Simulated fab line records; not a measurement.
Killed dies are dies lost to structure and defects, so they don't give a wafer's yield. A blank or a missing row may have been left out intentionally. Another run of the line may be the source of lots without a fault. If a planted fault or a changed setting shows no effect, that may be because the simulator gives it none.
fab line records	flow nand-harc
record: lots: 24	wafers: 72	last-day: 24
route steps=1159 shown A_CONTACT@947 A_M0@1020 A_M1@1038
lots with no fault: from the same line, run without faults
start-h: start of the lot's first displayed wafer, in hours after the record's first day	wait-h: time in hours since the lot's previous step	" repeats the value in the row above	L1.1+2: several wafers, shown together as one row	- value missing, or start not given	* or withheld: withheld	< > ~ a bound
route shown NAME@n: a module of which the file shows steps, and the number in the route of the first	usual: mean and standard deviation over wafers with no fault	same: alike in all rows	chamber/n: place in a boat	sites: each site's reading	_std_site: the values' standard deviation	_edge_site: mean of outer sites minus mean of inner sites	radius-mm: for every site, how far away it sits from the centre of the wafer	mask NAME#n: copy n	behind: the last tool/chamber to shape the wafer	hold: why the lot was held/for how many hours/how that ended	device: the transistor (n, p or np) that didn't switch	end of line: the route-end tests of the same wafers	step lacking rows: just its recipe	killed: not the wafer's yield, but the dies lost to structure and defects at the first sort	map: a wafer's dies, x killed, . not, _ none there
set.NAME: the setting that was run; set.NAME@STEP: the one run at that earlier step	model.NAME: the simulator's own value behind a step, which no gauge read
route steps across a sampled set of lots; one table per step, one row per wafer
services: the hour from which a tool's chamber was out of use, counted from the record's first day as start-h (under 0 if before that day), plus the number of hours and why
== steps ==
step: NHARC_A_CONTACT_ETCH_138
recipe: source-w: withheld	pressure-mtorr: 20	bias-v: 3000	time-s: 132	target-depth-a: 12890	ar-flow-sccm: withheld	c4f8-flow-sccm: withheld	o2-flow-sccm: withheld	chemistry: C4F8/O2/Ar
lot.wafer	tool	chamber	start-h	wait-h	rf-hours-counter-h
L074.4	har-cap-etch-02	0	376.01	0.1	-
L074.3	"	1	"	"	-
L074.5	"	1	"	"	-
L075.2	har-cap-etch-02	0	385.87	0.1	12
L075.3	"	1	"	"	-
L075.6	"	1	"	"	-
L077.2	har-cap-etch-03	0	390.32	0.1	85
L077.4	"	0	"	"	-
L077.5	"	0	"	"	-
L076.2	har-cap-etch-03	1	398.96	0.1	87
L076.3	"	1	"	"	-
L076.4	"	0	"	"	-
L079.2	har-cap-etch-03	0	404.28	0.1	87
L079.1	"	1	"	"	87
L079.5	"	1	"	"	-
L078.1	har-cap-etch-01	0	407.02	0.1	62
L078.2	"	1	"	"	62
L078.6	"	0	"	"	-
L080.1	har-cap-etch-03	1	409.62	0.1	88
L080.3	"	1	"	"	-
L080.6	"	1	"	"	-
L081.1	har-cap-etch-02	1	426.00	0.1	18
L081.2	"	0	"	"	18
L081.4	"	1	"	"	-
L082.1	har-cap-etch-02	0	439.61	0.1	20
L082.4	"	0	"	"	-
L082.5	"	0	"	"	-
L084.2	har-cap-etch-03	1	441.41	0.1	91
L084.1	"	0	"	"	91
L084.5	"	1	"	"	-
L085.2	har-cap-etch-03	1	452.21	0.1	93
L085.4	"	0	"	"	-
L085.5	"	0	"	"	-
L083.2	har-cap-etch-03	1	457.76	0.1	94
L083.3	"	1	"	"	-
L083.6	"	1	"	"	-
L086.2	har-cap-etch-02	1	463.46	0.1	26
L086.6	"	0	"	"	-
L086.5	"	1	"	"	-
L087.2	har-cap-etch-01	1	467.79	0.1	72
L087.1	"	0	"	"	72
L087.4	"	0	"	"	-
L088.3	har-cap-etch-03	0	469.23	0.1	-
L088.4	"	1	"	"	-
L088.5	"	0	"	"	-
L089.2	har-cap-etch-01	0	472.95	0.1	73
L089.4	"	0	"	"	-
L089.6	"	0	"	"	-
L090.1	har-cap-etch-02	0	474.67	0.1	28
L090.3	"	1	"	"	-
L090.5	"	1	"	"	-
L091.1	har-cap-etch-01	1	487.58	0.1	75
L091.2	"	0	"	"	75
L091.5	"	0	"	"	-
L094.1	har-cap-etch-01	0	498.91	0.1	77
L094.3	"	1	"	"	-
L094.6	"	1	"	"	-
L092.2	har-cap-etch-01	1	502.39	0.1	78
L092.3	"	0	"	"	-
L092.6	"	0	"	"	-
L096.2	har-cap-etch-01	0	507.81	0.1	78
L096.4	"	1	"	"	-
L096.5	"	1	"	"	-
L095.2	har-cap-etch-02	1	509.98	0.1	35
L095.4	"	1	"	"	-
L095.6	"	0	"	"	-
L093.1	har-cap-etch-01	0	511.75	0.1	79
L093.2	"	1	"	"	79
L093.4	"	1	"	"	-
L097.3	har-cap-etch-01	1	524.95	0.1	-
L097.4	"	0	"	"	-
L097.5	"	1	"	"	-
step: NHARC_A_M0_THK_MEAS_24
recipe: thk-meas-gauge: xrf
usual: thk-nm: 113.8/1.5
lot.wafer	tool	chamber	start-h	wait-h	thk-nm
L074.3	film-metro-02	-	392.88	-	115.5
L074.4	"	-	"	"	114.2
L074.5	"	-	"	"	114.0
L075.2	film-metro-01	-	398.78	-	115.8
L075.3	"	-	"	"	116.2
L075.6	"	-	"	"	114.3
L077.2	film-metro-02	-	404.70	-	111.7
L077.4	"	-	"	"	113.2
L077.5	"	-	"	"	114.0
L076.2	film-metro-02	-	416.66	-	118.1
L076.3	"	-	"	"	114.3
L076.4	"	-	"	"	114.9
L079.1	film-metro-02	-	422.91	-	110.8
L079.2	"	-	"	"	113.3
L079.5	"	-	"	"	114.3
L078.1	film-metro-02	-	423.58	-	115.6
L078.2	"	-	"	"	114.1
L078.6	"	-	"	"	115.4
L080.1	film-metro-01	-	429.43	-	114.7
L080.3	"	-	"	"	116.3
L080.6	"	-	"	"	113.5
L081.1	film-metro-02	-	456.48	-	112.5
L081.2	"	-	"	"	111.6
L081.4	"	-	"	"	115.5
L082.1	film-metro-01	-	458.80	-	112.3
L082.4	"	-	"	"	113.9
L082.5	"	-	"	"	113.2
L084.1	film-metro-02	-	459.09	-	115.3
L084.2	"	-	"	"	112.8
L084.5	"	-	"	"	115.8
L085.2	film-metro-01	-	465.24	-	112.2
L085.4	"	-	"	"	114.9
L085.5	"	-	"	"	116.2
L083.2	film-metro-01	-	470.48	-	114.5
L083.3	"	-	"	"	112.9
L083.6	"	-	"	"	115.7
L086.2	film-metro-02	-	473.77	-	113.3
L086.5	"	-	"	"	114.8
L086.6	"	-	"	"	116.7
L087.1	film-metro-02	-	480.23	-	113.2
L087.2	"	-	"	"	112.8
L087.4	"	-	"	"	112.8
L088.3	film-metro-02	-	487.05	-	116.0
L088.4	"	-	"	"	113.0
L088.5	"	-	"	"	112.9
L089.2	film-metro-01	-	487.64	-	112.7
L089.4	"	-	"	"	112.5
L089.6	"	-	"	"	113.3
L090.1	film-metro-02	-	492.29	-	114.7
L090.3	"	-	"	"	113.7
L090.5	"	-	"	"	111.8
L091.1	film-metro-02	-	500.96	-	114.4
L091.2	"	-	"	"	115.2
L091.5	"	-	"	"	113.1
L094.1	film-metro-01	-	511.43	-	115.3
L094.3	"	-	"	"	115.3
L094.6	"	-	"	"	116.0
L092.2	film-metro-01	-	513.05	-	115.1
L092.3	"	-	"	"	114.1
L092.6	"	-	"	"	113.3
L096.2	film-metro-02	-	518.82	-	113.6
L096.4	"	-	"	"	112.3
L096.5	"	-	"	"	114.4
L095.2	film-metro-02	-	522.17	-	114.4
L095.4	"	-	"	"	113.3
L095.6	"	-	"	"	112.8
L093.1	film-metro-02	-	522.48	-	110.9
L093.2	"	-	"	"	113.8
L093.4	"	-	"	"	114.7
L097.3	film-metro-02	-	536.43	-	113.1
L097.4	"	-	"	"	116.3
L097.5	"	-	"	"	116.2
step: NHARC_A_M0_DEP_32
recipe: target-thk-a: 300	temp-c: 370	target-thk-nm: 30	pressure-torr: 3	flow-sccm: 200	rf-w: 450	material: SiCN
usual: chamber-pressure-Torr: 2.999/0.0067	heater-power-w: 559/67
lot.wafer	tool	chamber	start-h	wait-h	chamber-pressure-Torr	heater-power-w
L074.3	pecvd-03	1	393.26	0.1	2.995	519
L074.4	"	0	"	"	3.003	525
L074.5	"	1	"	"	2.998	516
L075.2	pecvd-04	2	399.19	0.1	2.995	569
L075.3	"	2	"	"	3.010	571
L075.6	"	2	"	"	2.996	576
L077.2	pecvd-04	2	405.00	0.1	2.994	563
L077.5	"	2	"	"	2.996	559
L077.4	"	1	"	"	3.001	574
L076.3	pecvd-01	0	416.96	0.1	2.986	504
L076.2	"	1	"	"	2.999	616
L076.4	"	0	"	"	3.003	511
L079.1	pecvd-04	1	423.26	0.1	3.007	497
L079.2	"	2	"	"	3.008	545
L079.5	"	1	"	"	3.001	495
L078.2	pecvd-04	1	423.92	0.1	3.005	538
L078.1	"	2	"	"	2.995	589
L078.6	"	2	"	"	2.994	585
L080.3	pecvd-03	1	429.78	0.1	2.993	594
L080.1	"	2	"	"	3.005	517
L080.6	"	0	"	"	2.997	494
L081.1	pecvd-03	2	456.78	0.1	3.006	515
L081.2	"	0	"	"	2.999	559
L081.4	"	0	"	"	2.992	569
L082.1	pecvd-04	0	459.19	0.1	3.008	512
L082.5	"	1	"	"	3.013	539
L082.4	"	2	"	"	2.999	579
L084.1	pecvd-01	1	459.50	0.1	3.009	654
L084.2	"	2	"	"	3.001	760
L084.5	"	1	"	"	3.012	646
L085.2	pecvd-03	1	465.59	0.1	2.991	602
L085.4	"	1	"	"	2.989	588
L085.5	"	2	"	"	2.994	421
L083.3	pecvd-04	0	470.78	0.1	2.980	557
L083.2	"	1	"	"	3.001	560
L083.6	"	2	"	"	2.998	525
L086.2	pecvd-01	1	474.34	0.1	3.000	661
L086.5	"	2	"	"	3.003	614
L086.6	"	0	"	"	3.002	523
L087.1	pecvd-01	1	482.87	0.1	3.003	618
L087.2	"	0	"	"	2.993	549
L087.4	"	0	"	"	2.991	557
L088.3	pecvd-03	0	487.44	0.1	2.995	486
L088.4	"	2	"	"	2.995	531
L088.5	"	0	"	"	2.987	458
L089.2	pecvd-03	1	487.98	0.1	2.995	578
L089.4	"	1	"	"	2.990	582
L089.6	"	2	"	"	2.991	431
L090.3	pecvd-04	0	492.63	0.1	3.009	544
L090.1	"	1	"	"	3.000	544
L090.5	"	1	"	"	2.995	548
L091.1	pecvd-04	0	501.34	0.1	2.994	594
L091.2	"	1	"	"	2.998	582
L091.5	"	0	"	"	3.000	600
L094.1	pecvd-03	1	511.73	0.1	2.995	497
L094.3	"	2	"	"	2.991	413
L094.6	"	2	"	"	2.992	421
L092.2	pecvd-01	2	513.40	0.1	2.989	747
L092.3	"	0	"	"	2.999	573
L092.6	"	1	"	"	3.002	650
L096.2	pecvd-01	2	519.18	0.1	2.998	622
L096.4	"	2	"	"	2.994	632
L096.5	"	0	"	"	3.002	587
L095.2	pecvd-01	2	522.66	0.1	2.995	640
L095.4	"	1	"	"	3.000	643
L095.6	"	2	"	"	3.002	654
L093.2	pecvd-04	0	522.79	0.1	2.998	599
L093.1	"	1	"	"	2.992	540
L093.4	"	2	"	"	2.996	492
L097.3	pecvd-03	1	536.82	0.1	2.993	534
L097.4	"	2	"	"	3.012	436
L097.5	"	0	"	"	3.011	535
step: NHARC_A_M1_INSPECT_11
usual: raw-defect-count: 31/13
lot.wafer	tool	chamber	start-h	wait-h	raw-defect-count
L074.3	defect-inspect-02	-	394.55	0.0	30
L074.4	"	-	"	"	27
L074.5	"	-	"	"	25
L075.2	defect-inspect-02	-	400.62	0.0	15
L075.3	"	-	"	"	20
L075.6	"	-	"	"	26
L077.2	defect-inspect-02	-	406.81	0.0	24
L077.4	"	-	"	"	21
L077.5	"	-	"	"	22
L076.2	defect-inspect-02	-	418.31	0.0	29
L076.3	"	-	"	"	34
L076.4	"	-	"	"	33
L079.1	defect-inspect-01	-	424.58	0.0	33
L079.2	"	-	"	"	39
L079.5	"	-	"	"	26
L078.1	defect-inspect-01	-	425.22	0.0	29
L078.2	"	-	"	"	36
L078.6	"	-	"	"	36
L080.1	defect-inspect-02	-	431.11	0.0	7
L080.3	"	-	"	"	11
L080.6	"	-	"	"	16
L081.1	defect-inspect-02	-	458.16	0.0	21
L081.2	"	-	"	"	22
L081.4	"	-	"	"	24
L082.1	defect-inspect-02	-	460.59	0.0	23
L082.4	"	-	"	"	29
L082.5	"	-	"	"	25
L084.1	defect-inspect-02	-	460.82	0.0	32
L084.2	"	-	"	"	36
L084.5	"	-	"	"	39
L085.2	defect-inspect-02	-	466.81	0.1	39
L085.4	"	-	"	"	39
L085.5	"	-	"	"	37
L083.2	defect-inspect-01	-	472.05	0.0	10
L083.3	"	-	"	"	13
L083.6	"	-	"	"	16
L086.2	defect-inspect-01	-	475.72	0.0	47
L086.5	"	-	"	"	40
L086.6	"	-	"	"	51
L087.1	defect-inspect-02	-	484.13	0.0	11
L087.2	"	-	"	"	8
L087.4	"	-	"	"	19
L088.3	defect-inspect-01	-	488.73	0.0	56
L088.4	"	-	"	"	46
L088.5	"	-	"	"	44
L089.2	defect-inspect-02	-	489.57	0.0	15
L089.4	"	-	"	"	19
L089.6	"	-	"	"	29
L090.1	defect-inspect-01	-	493.99	0.0	43
L090.3	"	-	"	"	35
L090.5	"	-	"	"	53
L091.1	defect-inspect-02	-	502.55	0.0	31
L091.2	"	-	"	"	27
L091.5	"	-	"	"	34
L094.1	defect-inspect-02	-	513.12	0.0	55
L094.3	"	-	"	"	53
L094.6	"	-	"	"	60
L092.2	defect-inspect-01	-	514.72	0.0	36
L092.3	"	-	"	"	41
L092.6	"	-	"	"	37
L096.2	defect-inspect-01	-	520.48	0.0	41
L096.4	"	-	"	"	44
L096.5	"	-	"	"	43
L095.2	defect-inspect-01	-	523.92	0.0	35
L095.4	"	-	"	"	48
L095.6	"	-	"	"	45
L093.1	defect-inspect-02	-	524.16	0.0	50
L093.2	"	-	"	"	41
L093.4	"	-	"	"	54
L097.3	defect-inspect-02	-	537.99	0.0	14
L097.4	"	-	"	"	17
L097.5	"	-	"	"	18
step: NHARC_A_M1_ETCH_35
recipe: target-depth-a: 400	overetch-a: 120	time-s: 43.94	ion-energy-ev: 200	n2-flow-sccm: 150	h2-flow-sccm: 150	ar-flow-sccm: 0	rf-w: 400	bias-w: 150	chemistry: N2/H2
usual: drypump-motor-current-A: 5.5/0.5	mfc-ar-sccm: 0.011/0.0093	n2-flow-sccm: 150.0/0.45	oes-product-au: 1.002/0.013	rf-vpp-V: 430.9/2.9	showerhead-plenum-p-Torr: 2.05/0.1	throttle-valve-pct: 14.172/0.009
lot.wafer	tool	chamber	start-h	wait-h	drypump-motor-current-A	mfc-ar-sccm	n2-flow-sccm	oes-product-au	rf-hours-counter-h	rf-vpp-V	showerhead-plenum-p-Torr	throttle-valve-pct
L074.3	rie-diel-11	1	394.69	0.1	4.9	0	149.6	1.016	2	426.6	1.93	14.183
L074.4	"	3	"	"	5.8	0.009	150.7	1.016	1	429.5	1.96	14.176
L074.5	"	1	"	"	4.9	0	149.8	1.009	-	428.2	1.93	14.166
L075.2	rie-diel-11	1	400.77	0.1	4.9	0	149.7	1.028	2	426.7	1.93	14.171
L075.3	"	2	"	"	5.4	0.021	150.2	1.012	2	429.3	1.93	14.156
L075.6	"	0	"	"	5.0	0.028	150.1	1.006	-	434.9	2.17	14.160
L077.2	rie-diel-13	1	406.96	0.1	5.2	0.024	150.0	0.997	10	429.8	2.03	14.173
L077.4	"	0	"	"	5.4	0.007	149.8	0.999	11	432.4	2.12	14.182
L077.5	"	1	"	"	5.2	0.024	150.0	1.004	-	430.8	2.03	14.162
L076.4	rie-diel-13	2	418.46	0.1	5.9	0.011	150.1	0.977	12	434.2	2.19	14.158
L076.3	"	0	"	"	5.4	0.007	149.9	1.001	11	432.4	2.12	14.189
L076.2	"	1	"	"	5.2	0.024	150.1	1.007	11	430.9	2.03	14.165
L079.1	rie-diel-11	3	424.73	0.1	5.8	0.009	149.6	1.011	3	429.5	1.96	14.182
L079.2	"	0	"	"	5.0	0.028	150.8	1.003	3	434.1	2.17	14.167
L079.5	"	3	"	"	5.8	0.009	149.7	1.010	-	429.2	1.96	14.168
L078.2	rie-diel-05	2	425.39	0.1	6.3	0.015	150.0	1.007	2	428.7	2.00	14.183
L078.1	"	1	"	"	4.8	0.017	150.6	1.016	2	431.7	2.11	14.171
L078.6	"	3	"	"	4.9	0	149.8	1.006	-	434.6	2.20	14.171
L080.1	rie-diel-05	2	431.28	0.1	6.3	0.015	149.7	1.005	2	429.7	2.00	14.170
L080.3	"	1	"	"	4.8	0.017	150.4	1.015	2	432.4	2.11	14.178
L080.6	"	3	"	"	4.9	0	148.8	0.998	-	433.6	2.20	14.188
L081.1	rie-diel-05	1	458.31	0.1	4.8	0.017	150.5	1.036	3	430.7	2.11	14.161
L081.2	"	2	"	"	6.3	0.015	150.4	1.025	3	429.4	2.00	14.177
L081.4	"	3	"	"	4.9	0	150.1	1.017	3	434.4	2.20	14.173
L082.4	rie-diel-05	3	460.74	0.1	4.9	0	148.9	1.016	3	434.8	2.20	14.183
L082.1	"	1	"	"	4.8	0.017	150.0	1.023	3	433.9	2.11	14.173
L082.5	"	3	"	"	4.9	0	149.2	1.010	-	436.0	2.20	14.179
L084.2	rie-diel-05	3	460.97	0.1	4.9	0	150.4	1.011	3	433.9	2.20	14.195
L084.1	"	2	"	"	6.3	0.015	150.1	1.009	3	429.0	2.00	14.176
L084.5	"	3	"	"	4.9	0	150.2	1.010	-	436.2	2.20	14.188
L085.4	rie-diel-13	1	466.97	0.1	5.2	0.024	149.6	0.992	1	430.6	2.02	14.167
L085.2	"	2	"	"	5.9	0.011	149.8	0.977	1	434.4	2.19	14.184
L085.5	"	3	"	"	5.9	0	149.6	1.012	-	427.6	1.91	14.177
L083.2	rie-diel-11	3	472.21	0.1	5.8	0.009	150.5	1.007	6	428.8	1.96	14.161
L083.3	"	1	"	"	4.9	0	150.6	1.009	6	427.5	1.92	14.173
L083.6	"	3	"	"	5.8	0.009	150.7	1.008	-	428.4	1.96	14.165
L086.2	rie-diel-13	2	475.87	0.1	5.9	0.011	150.5	0.970	1	434.4	2.19	14.169
L086.5	"	0	"	"	5.4	0.007	150.0	0.992	-	434.1	2.12	14.171
L086.6	"	1	"	"	5.2	0.024	150.5	0.983	-	431.4	2.03	14.160
L087.2	rie-diel-11	0	484.28	0.1	5.0	0.028	149.8	1.004	6	435.0	2.17	14.173
L087.1	"	1	"	"	4.9	0	150.2	0.995	6	427.5	1.92	14.168
L087.4	"	2	"	"	5.4	0.021	150.4	1.012	6	426.3	1.93	14.181
L088.3	rie-diel-13	3	488.87	0.1	5.9	0	149.8	1.011	2	426.8	1.91	14.183
L088.4	"	2	"	"	5.9	0.011	150.0	0.997	2	434.2	2.19	14.188
L088.5	"	3	"	"	5.8	0	150.1	1.014	-	426.8	1.91	14.164
L089.2	rie-diel-05	0	489.72	0.1	5.9	0	149.6	0.986	3	430.4	2.01	14.178
L089.4	"	3	"	"	4.9	0	150.1	1.013	4	434.4	2.20	14.175
L089.6	"	1	"	"	4.8	0.017	150.6	1.018	-	433.3	2.11	14.172
L090.3	rie-diel-05	3	494.15	0.1	4.9	0	149.8	1.001	4	434.6	2.20	14.163
L090.1	"	0	"	"	5.9	0	149.5	0.992	3	430.1	2.01	14.171
L090.5	"	1	"	"	4.8	0.017	150.4	1.015	-	432.5	2.11	14.171
L091.1	rie-diel-05	0	502.72	0.1	5.9	0	149.7	0.984	4	430.7	2.01	14.176
L091.2	"	2	"	"	6.3	0.015	150.5	1.005	4	429.3	2.00	14.180
L091.5	"	0	"	"	5.9	0	149.9	0.996	-	430.9	2.01	14.159
L094.3	rie-diel-05	1	513.28	0.1	4.8	0.017	150.6	1.010	4	433.1	2.11	14.171
L094.1	"	2	"	"	6.3	0.015	150.0	1.004	5	428.1	2.00	14.170
L094.6	"	3	"	"	4.9	0	149.9	0.999	-	435.8	2.20	14.167
L092.3	rie-diel-13	2	514.87	0.1	5.9	0.011	149.5	0.982	5	433.8	2.19	14.179
L092.2	"	3	"	"	5.9	0	149.7	0.999	5	425.2	1.91	14.168
L092.6	"	2	"	"	5.9	0.011	149.9	0.978	-	434.7	2.19	14.175
L096.4	rie-diel-11	0	520.63	0.1	5.0	0.028	150.5	1.003	9	434.4	2.17	14.167
L096.2	"	1	"	"	4.9	0	149.1	1.006	9	427.8	1.92	14.175
L096.5	"	0	"	"	5.0	0.028	149.6	1.002	-	434.4	2.17	14.164
L095.2	rie-diel-11	3	524.09	0.1	5.7	0.009	150.2	1.002	10	428.1	1.96	14.170
L095.4	"	2	"	"	5.4	0.021	149.6	1.002	-	427.9	1.93	14.166
L095.6	"	3	"	"	5.8	0.009	150.0	1.001	-	428.6	1.96	14.189
L093.2	rie-diel-13	3	524.31	0.1	5.9	0	150.3	0.998	7	427.6	1.91	14.180
L093.1	"	0	"	"	5.4	0.007	150.6	0.996	6	433.3	2.11	14.161
L093.4	"	1	"	"	5.2	0.024	149.6	0.995	6	429.6	2.02	14.179
L097.4	rie-diel-05	3	538.14	0.1	4.9	0	149.2	0.993	0	435.3	2.20	14.175
L097.3	"	0	"	"	5.9	0	149.5	0.984	0	429.8	2.01	14.175
L097.5	"	3	"	"	4.9	0	148.9	0.997	-	435.4	2.20	14.173
step: NHARC_A_M1_PVD_20
recipe: target-thk-a: 50	bias-v: 168.6	power-w: 15000	chamber-pressure-pa: 0.12	time-s: 8.06	substrate-temp-c: 50	material: TaN
usual: throttle-valve-pct: 30.3/1.2
lot.wafer	tool	chamber	start-h	wait-h	throttle-valve-pct
L074.4	pvd-sputter-01	-	-	-	32.7
L074.3	"	-	"	"	31.5
L074.5	"	-	"	"	32.6
L075.2	pvd-sputter-03	-	-	-	29.1
L075.3	"	-	"	"	29.1
L075.6	"	-	"	"	29.2
L077.4	pvd-sputter-03	-	-	-	31.2
L077.2	"	-	"	"	31.4
L077.5	"	-	"	"	31.3
L076.2	pvd-sputter-01	-	-	-	32.6
L076.4	"	-	"	"	31.3
L076.3	"	-	"	"	30.7
L079.2	pvd-sputter-01	-	-	-	30.7
L079.1	"	-	"	"	32.6
L079.5	"	-	"	"	31.3
L078.2	pvd-sputter-02	-	-	-	28.7
L078.1	"	-	"	"	30.7
L078.6	"	-	"	"	31.2
L080.3	pvd-sputter-01	-	-	-	31.5
L080.1	"	-	"	"	32.7
L080.6	"	-	"	"	30.7
L081.1	pvd-sputter-02	-	-	-	28.8
L081.4	"	-	"	"	28.8
L081.2	"	-	"	"	30.5
L082.4	pvd-sputter-02	-	-	-	29.0
L082.1	"	-	"	"	29.0
L082.5	"	-	"	"	29.3
L084.1	pvd-sputter-01	-	-	-	29.4
L084.2	"	-	"	"	31.8
L084.5	"	-	"	"	30.8
L085.2	pvd-sputter-01	-	-	-	29.2
L085.4	"	-	"	"	30.9
L085.5	"	-	"	"	29.6
L083.2	pvd-sputter-03	-	-	-	31.2
L083.3	"	-	"	"	28.5
L083.6	"	-	"	"	31.2
L086.2	pvd-sputter-02	-	-	-	29.0
L086.6	"	-	"	"	31.1
L086.5	"	-	"	"	30.9
L087.2	pvd-sputter-02	-	-	-	29.1
L087.1	"	-	"	"	31.3
L087.4	"	-	"	"	31.0
L088.3	pvd-sputter-03	-	-	-	31.3
L088.4	"	-	"	"	29.6
L088.5	"	-	"	"	31.4
L089.4	pvd-sputter-01	-	-	-	29.6
L089.2	"	-	"	"	32.5
L089.6	"	-	"	"	30.3
L090.3	pvd-sputter-03	-	-	-	31.3
L090.1	"	-	"	"	29.3
L090.5	"	-	"	"	30.9
L091.2	pvd-sputter-02	-	-	-	31.0
L091.1	"	-	"	"	29.0
L091.5	"	-	"	"	29.1
L094.1	pvd-sputter-02	-	-	-	28.9
L094.3	"	-	"	"	30.7
L094.6	"	-	"	"	28.9
L092.3	pvd-sputter-03	-	-	-	28.7
L092.2	"	-	"	"	31.4
L092.6	"	-	"	"	29.6
L096.2	pvd-sputter-03	-	-	-	29.2
L096.4	"	-	"	"	31.0
L096.5	"	-	"	"	31.4
L095.2	pvd-sputter-01	-	-	-	31.1
L095.4	"	-	"	"	32.1
L095.6	"	-	"	"	29.6
L093.2	pvd-sputter-03	-	-	-	28.5
L093.1	"	-	"	"	29.5
L093.4	"	-	"	"	31.5
L097.3	pvd-sputter-03	-	-	-	29.7
L097.4	"	-	"	"	28.6
L097.5	"	-	"	"	30.9
== services ==
tool	chamber	start-h	hours	kind
rie-diel-11	-	366.50	9.0	pm
pecvd-04	-	372.34	0.7	repair
pecvd-01	0	372.73	8.4	repair
pecvd-04	-	376.42	13.0	pm
pvd-sputter-01	-	376.65	2.5	repair
pvd-sputter-01	-	391.63	3.1	repair
pvd-sputter-02	-	392.12	10.0	pm
pecvd-04	0	398.42	2.6	repair
rie-diel-05	0	415.93	11.9	repair
pecvd-01	-	418.00	13.0	pm
rie-diel-05	0	428.79	9.7	repair
rie-diel-05	1	437.75	1.6	repair
rie-diel-13	-	453.00	9.0	pm
pvd-sputter-01	-	453.74	3.7	repair
pecvd-01	-	454.81	1.0	repair
pvd-sputter-03	-	458.00	10.0	pm
pecvd-03	-	473.26	13.0	pm
rie-diel-05	1	477.45	9.4	repair
pecvd-04	-	493.58	0.7	repair
rie-diel-05	1	496.11	7.8	repair
pecvd-03	-	506.52	3.4	repair
pvd-sputter-01	-	514.06	10.0	pm
rie-diel-05	-	517.61	9.0	pm
pecvd-04	-	520.74	1.8	repair
== key ==
fault none
